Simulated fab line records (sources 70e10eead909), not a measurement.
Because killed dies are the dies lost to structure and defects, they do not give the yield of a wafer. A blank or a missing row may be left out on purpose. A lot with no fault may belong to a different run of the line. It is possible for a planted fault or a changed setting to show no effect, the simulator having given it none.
Which tool is to blame?	flow nand_harc	18 wafers from 6 lots sampled at 4 of the route's 1159 steps

## WHAT EACH GAUGE READ, for each wafer
NHARC_END_SORT_01.
lot	measured	on	defect_limited_yield (%)
L685	day 23 02:41	prober-01	94.7 93.5 94.1
L684	day 22 13:10	prober-02	93.6 93.6 92.5

## WHAT TOOL EACH LOT RAN ON (gives the tool, then ch and the chambers of the sampled wafers, and finally the start)
lot	NHARC_P_M1_PRE_CLEAN_30	NHARC_A_M0_PRE_CLEAN_31	NHARC_THIN_TSV_PRE_CLEAN_50
L674	pvd_sputter-01, day 6 12:19	pecvd-04 ch 0,1, day 18 23:53	pvd_sputter-01, no start
L676	pvd_sputter-01, day 6 22:06	pecvd-02 ch 1,2, day 17 21:24	pvd_sputter-02, no start
L679	pvd_sputter-02, day 7 12:48	pecvd-02 ch 0,1, day 18 23:59	pvd_sputter-03, no start
L685	pvd_sputter-01, day 9 05:28	pecvd-02 ch 0,1,2, day 21 10:21	pvd_sputter-03, day 23 02:41 or earlier
L684	pvd_sputter-01, day 9 08:33	pecvd-01 ch 0,1,2, day 20 22:57	pvd_sputter-01, day 22 13:10 or earlier
L692	pvd_sputter-02, day 10 17:56	pecvd-02 ch 0,1, day 22 04:53	pvd_sputter-03, no start
- NHARC_P_M1_PRE_CLEAN_30: time 30 s.
- NHARC_A_M0_PRE_CLEAN_31: time 12 s.
- NHARC_THIN_TSV_PRE_CLEAN_50: time 30 s.

## THE ANSWER, worked out from the rows above alone
Rule: usual is defined by the lots themselves. The widest of any qualifying gaps counts: lots, ordered by their means at a reading, are off when they make up no more than a third of the lots, leave a main group of 4 or more, and stand apart from it by 3 or more times the standard deviation of that group's means. If all means in a main group match to the digits the tables above print for the reading, that group is not used. Also off: a lot with no number at a reading for which 4 or more lots have one. Where the step has rows for the other lots, those lots are counted as sound.
No lot is off on any of the readings shown, so nothing can be concluded from this.

## WHAT WAS PUT IN BY THE SIMULATOR
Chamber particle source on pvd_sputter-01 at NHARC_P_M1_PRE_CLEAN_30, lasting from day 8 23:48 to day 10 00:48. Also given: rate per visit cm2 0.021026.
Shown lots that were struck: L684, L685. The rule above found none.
